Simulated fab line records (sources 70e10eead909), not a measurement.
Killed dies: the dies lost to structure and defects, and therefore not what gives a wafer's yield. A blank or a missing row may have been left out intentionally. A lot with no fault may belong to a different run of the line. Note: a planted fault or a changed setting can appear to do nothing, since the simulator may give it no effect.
One fault through the eyes of 2 desks / flow nandHarc / every desk sees just its own numbers, and what lay behind them comes last

== METROLOGY DESK ==
What the gauges read, lot by lot, whatever tool the lot ran on: means of the sampled wafers that have a number. If a lot's mean is further than 4 standard deviations from the usual mean, the lot is out of limits and carries the mark OUT (the distance appears in the brackets).
Columns: A = overlayXNm at NHARC_A_M1_OVL_MEAS_10, usual -0.2 nm; B = overlayYNm at NHARC_A_M1_OVL_MEAS_10, usual 0.0 nm; C = cdNm at NHARC_A_M1_CD_MEAS_16, usual 121.0 nm
lot=L617; first seen here=day 23 05:14; A=-1.4; B=0.8; C=121.1
lot=L615; first seen here=day 23 06:15; A=1.2; B=-1.0; C=120.4
lot=L616; first seen here=day 23 08:22; A=1.2; B=-0.3; C=121.5
lot=L618; first seen here=day 24 16:19; A=-0.4; B=0.2; C=120.8
lot=L623; first seen here=day 26 20:12; A=-0.7; B=2.1; C=122.1
lot=L627; first seen here=day 27 11:32; A=-1.0; B=-0.8; C=122.9
lot=L628; first seen here=day 28 19:07; A=-1.2; B=-0.1; C=120.5
lot=L632; first seen here=day 30 03:55; A=-0.3; B=-0.2; C=122.8
lot=L633; first seen here=day 30 06:41; A=-1.8; B=0.3; C=120.7
lot=L631; first seen here=day 30 11:08; A=0.5; B=0.5; C=121.7
lot=L634; first seen here=day 30 21:09; A=-0.2; B=-0.6; C=120.5
lot=L635; first seen here=day 32 05:46; A=-0.8; B=0.8; C=121.6
lot=L637; first seen here=day 32 11:38; A=0.4; B=1.0; C=120.5
This desk's finding: nothing out of limits on any of the 13 lots.

== DESK OF THE TOOL OWNER: arfiScanner-03 ==
The tool's own readings at NHARC_A_M1_EXPOSE_06 (exposes mask A M1, target cd 120 nm): means of the sampled wafers that have a number, for each lot that ran on this tool. If a lot's mean is further than 4 standard deviations from the usual mean, the lot is out of limits and carries the mark OUT (the distance appears in the brackets).
Columns: A = exposureDoseMJCm2 at NHARC_A_M1_EXPOSE_06, usual 75.13
lot=L617; first seen here=day 23 05:00; A=75.06
lot=L623; first seen here=day 26 19:58; A=76.89 (+22) OUT
lot=L627; first seen here=day 27 11:19; A=76.54 (+18) OUT
lot=L628; first seen here=day 28 18:53; A=75.78 (+8.1) OUT
This desk finds L623, L627, L628 out of limits, L623 being first, at day 26 19:58 (exposureDoseMJCm2 at NHARC_A_M1_EXPOSE_06). Within limits: L617.

== BROUGHT TOGETHER ==
On L623, L627, L628, at day 26 19:58, an alarm was possible from the tool owner's desk.
Metrology desk: nothing out of limits seen.
The metrology desk holds a record of L623, L627, L628, inside its limits.
Every lot named ran NHARC_A_M1_EXPOSE_06 on arfiScanner-03.

== WHAT THE SIMULATOR PUT IN ==
Process parameter drift: arfiScanner-03, from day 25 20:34 on, at NHARC_A_M1_EXPOSE_06. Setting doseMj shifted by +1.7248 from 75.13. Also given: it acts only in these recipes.
Shown lots that were struck: L623, L627, L628.
Hours from the fault's start to each desk's first reading out of limits: the tool owner's desk, 23.
